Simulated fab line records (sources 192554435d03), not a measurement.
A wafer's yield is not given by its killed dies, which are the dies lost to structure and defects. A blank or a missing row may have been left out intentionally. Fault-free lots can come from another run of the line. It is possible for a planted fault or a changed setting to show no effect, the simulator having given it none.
Split-lot experiment ; flow n5-finfet ; 7 lots, 21 wafers read, on a route of 1938 steps

## THE SPLIT ITSELF
At N5_BEOL_M12_TRENCH_ETCH_34 (etches SiOC in C4F8/O2/Ar, target depth 318.95 nm, time 125.5 s), the setting time-s was moved away from the recipe's 125.5 s on 9 of the 21 wafers read, by -13.1% to -5.7%. This setting was run at the recipe's value on the other wafers.

## FROM THE SPLIT TO THE READING: what the file shows between them, 10 steps
- N5_BEOL_M12_STRIP_70: strips in C4F8/O2/Ar
- N5_BEOL_M12_OCD_MEAS_35
- N5_BEOL_M12_STRIP_37: strips in N2/H2
- N5_BEOL_M12_ETCH_38: etches SiCN in CF4/N2, target depth 68.7 nm, time 73.4 s
- N5_BEOL_M12_ECD_47: material Cu, target thk 720 nm
- N5_BEOL_M12_ANNEAL_48: time 90 s
- N5_BEOL_M12_CMP_49: polishes, stops on SiOC, t overpolish 20.6 s, target thk 320 nm
- N5_BEOL_M12_THK_MEAS_50: measures by xrf
- N5_BEOL_M12_PRE_CLEAN_52: time 15 s
- N5_BEOL_M12_DEP_53: deposits SiCN from 3MS/NH3, target thk 30 nm, time 10.5 s

## THE READING
M12_RS in ohm/sq, measured at N5_BEOL_M12_RS_MEAS_54 by four-point-probe. Fault-free wafers of this fab line usually give 0.0601 ohm/sq, standard deviation 0.00097 ohm/sq.

wafer;tool, chamber at the split;time-s as run, s;against the recipe;M12_RS, ohm/sq;against lot-mates on the recipe
L074.1;rie-diel-05, 0;125.5;recipe;0.0604;-
L074.3;rie-diel-05, 1;118.4;-5.7%;0.0648;+0.0041
L074.5;rie-diel-05, 3;125.5;recipe;0.0610;-
L079.1;rie-diel-05, 1;125.5;recipe;0.0600;-
L079.4;rie-diel-05, 0;125.5;recipe;0.0593;-
L079.5;rie-diel-05, 2;125.5;recipe;0.0585;-
L078.3;rie-diel-02, 3;116;-7.6%;0.0661;+0.0063
L078.4;rie-diel-02, 0;125.5;recipe;0.0598;-
L078.5;rie-diel-02, 3;116;-7.6%;0.0662;+0.0064
L086.3;rie-diel-01, 2;109;-13.1%;0.0710;+0.0088
L086.4;rie-diel-01, 3;109;-13.1%;0.0715;+0.0093
L086.6;rie-diel-01, 2;125.5;recipe;0.0622;-
L090.1;rie-diel-01, 1;125.5;recipe;0.0599;-
L090.5;rie-diel-01, 1;117;-6.8%;0.0648;+0.0049
L090.6;rie-diel-01, 2;117;-6.8%;0.0660;+0.0061
L091.1;rie-diel-01, 1;115.3;-8.1%;0.0657;+0.0061
L091.3;rie-diel-01, 0;125.5;recipe;0.0596;-
L091.5;rie-diel-01, 1;115.3;-8.1%;0.0660;+0.0064
L094.1;rie-diel-01, 3;125.5;recipe;0.0617;-
L094.3;rie-diel-01, 0;125.5;recipe;0.0590;-
L094.6;rie-diel-01, 0;125.5;recipe;0.0591;-

FIT RESULTS
A straight line over all 21 wafers: M12_RS changes by -0.000817 ohm/sq for each +1% of time-s; r = -0.97; the points scatter about the line by 0.00093 ohm/sq.
The same after taking each lot's own level away (the mean of its wafers on the recipe; 21 wafers): -0.000735 ohm/sq for each +1%; r = -0.98; scatter 0.0007 ohm/sq.
On that fit, the largest move of time-s shifts the reading by 0.0097 ohm/sq.
The lots' own levels span 0.05927 to 0.06220 ohm/sq, that is 3.0 times the standard deviation above.
So the lot-to-lot level changes the slope: the two fits differ.
Check: with one of the wafers moved furthest among these (-13.1%) left out of the fit, the line predicts +0.0101 ohm/sq for it against its lot-mates. It came out at +0.0088 ohm/sq against them.

## THE WHOLE CHAIN: every reading that the file lists as answering this split, in the file's order
step;what it does;reading;change (the file's fit);r (the file's)
N5_BEOL_M12_TRENCH_ETCH_34;etches SiOC in C4F8/O2/Ar, target depth 318.95 nm, time 125.5 s;etch.depth-nm (the simulator's own value, which no gauge read);+3.3 nm for each +1% of the setting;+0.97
N5_BEOL_M12_OCD_MEAS_35;;trench-depth-nm;+3.29 nm for each +1% of the setting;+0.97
N5_BEOL_M12_CMP_49;polishes, stops on SiOC, t overpolish 20.6 s, target thk 320 nm;Cu_of_BEOL_M12_ECD_47.thk-nm (the simulator's own value, which no gauge read);+3.26 nm for each +1% of the setting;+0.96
N5_BEOL_M12_THK_MEAS_50;measures by xrf;M12_THK;+3.34 for each +1% of the setting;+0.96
N5_BEOL_M12_RS_MEAS_54;measures by four-point-probe;M12_RS;-0.000743 for each +1% of the setting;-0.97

## THE FILE'S OWN FIT
M12_RS changes by -0.000743 ohm/sq for each +1% of time-s, r = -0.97.
